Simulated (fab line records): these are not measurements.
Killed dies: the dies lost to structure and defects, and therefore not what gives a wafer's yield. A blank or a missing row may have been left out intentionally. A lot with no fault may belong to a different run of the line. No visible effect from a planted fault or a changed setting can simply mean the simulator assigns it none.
Chamber matching + flow n5Finfet + rieDiel-01 running N5_BEOL_M7_ETCH_65: 4 sister chambers
The step etches SiARC in CF4, target depth 15.6 nm, time 26 s. 4 wafers are shown with their chamber, then 12 later ones without.

== EACH WAFER AND ITS CHAMBER ==
| wafer  | chamber | showerheadPlenumPTorr (Torr) |
|--------|---------|------------------------------|
| L094.5 | 2       | 2.04                         |
| L095.1 | 0       | 2.25                         |
| L095.3 | 1       | 2.20                         |
| L095.4 | 3       | 2.19                         |

== WAFERS WITH NO CHAMBER GIVEN ==
| wafer  | showerheadPlenumPTorr (Torr) |
|--------|------------------------------|
| L096.1 | 2.20                         |
| L096.2 | 2.19                         |
| L096.3 | 2.25                         |
| L096.4 | 2.03                         |
| L096.5 | 2.25                         |
| L096.6 | 2.20                         |
| L097.1 | 2.20                         |
| L097.2 | 2.19                         |
| L097.3 | 2.03                         |
| L097.4 | 2.25                         |
| L097.5 | 2.03                         |
| L097.6 | 2.20                         |

== WHICH CHAMBER EACH WENT THROUGH ==
| wafer  | from the rows above | in truth |
|--------|---------------------|----------|
| L096.1 | 1                   | 1        |
| L096.2 | 3                   | 3        |
| L096.3 | 0                   | 0        |
| L096.4 | 2                   | 2        |
| L096.5 | 0                   | 0        |
| L096.6 | 1                   | 1        |
| L097.1 | 1                   | 1        |
| L097.2 | 3                   | 3        |
| L097.3 | 2                   | 2        |
| L097.4 | 0                   | 0        |
| L097.5 | 2                   | 2        |
| L097.6 | 1                   | 1        |
12 of 12 placed correctly. Number that these rows cannot place: 0. Placed wrongly: 0.
How it was worked out, from the rows above alone: a wafer's distance from a chamber is the root of the sum, over the readings, of the square of ((its reading less the chamber's mean) divided by the reading's scatter). If the next closest chamber is less than 2 further off than the closest, the wafer can't be placed; otherwise it belongs to the closest. The mean given for a chamber averages the wafers shown for that chamber. The scatter: root of mean squared gap, hidden wafer to nearest shown wafer, with one shown wafer a chamber.
